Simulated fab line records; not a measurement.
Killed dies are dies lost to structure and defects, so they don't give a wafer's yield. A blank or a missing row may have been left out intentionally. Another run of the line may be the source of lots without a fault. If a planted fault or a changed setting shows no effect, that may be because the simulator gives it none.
The tool behind it: which one? ; flow n5-finfet ; route of 1938 steps, sampled at 1 step: 10 lots, 30 wafers

WHAT EACH GAUGE READ, for each wafer
N5_BEOL_M4_RC_MEAS_101.
lot;measured;on;DIBL_N (mV/V)
L165;day 9 23:38;prober-01;36.5 37.5 36.6
L169;day 10 18:29;prober-02;37.6 35.8 35.3
L173;day 11 23:50;prober-01;37.4 36.5 36.8
L174;day 12 05:26;prober-01;37.2 35.8 36.2
L176;day 12 12:53;prober-02;37.1 36.4 34.7
L180;day 13 11:45;prober-01;35.0 35.9 35.8
L181;day 13 12:34;prober-02;35.0 35.4 34.6
L184;day 13 19:12;prober-01;35.7 37.4 36.5
L182;day 13 20:59;prober-02;38.3 37.7 38.1
L183;day 14 03:20;prober-02;37.2 37.1 35.9

WHICH TOOL RAN EACH LOT (tool, then ch and the chambers of the sampled wafers, then the start)
Before these readings, the record contains no process step.

THE ANSWER, worked out from the rows above alone
Rule: the usual values come from the lots themselves. The widest of any qualifying gaps counts: lots, ordered by their means at a reading, are off when they make up no more than a third of the lots, leave a main group of 4 or more, and stand apart from it by 3 or more times the standard deviation of that group's means. Not used: any main group whose means are identical at the precision the tables above print for the reading. A lot without any number at a reading at which 4 lots or more have one is off too. The other lots that the step has rows for count as sound.
None of the lots is off at any reading shown; this tells nothing.

WHAT THE SIMULATOR HAD INSERTED
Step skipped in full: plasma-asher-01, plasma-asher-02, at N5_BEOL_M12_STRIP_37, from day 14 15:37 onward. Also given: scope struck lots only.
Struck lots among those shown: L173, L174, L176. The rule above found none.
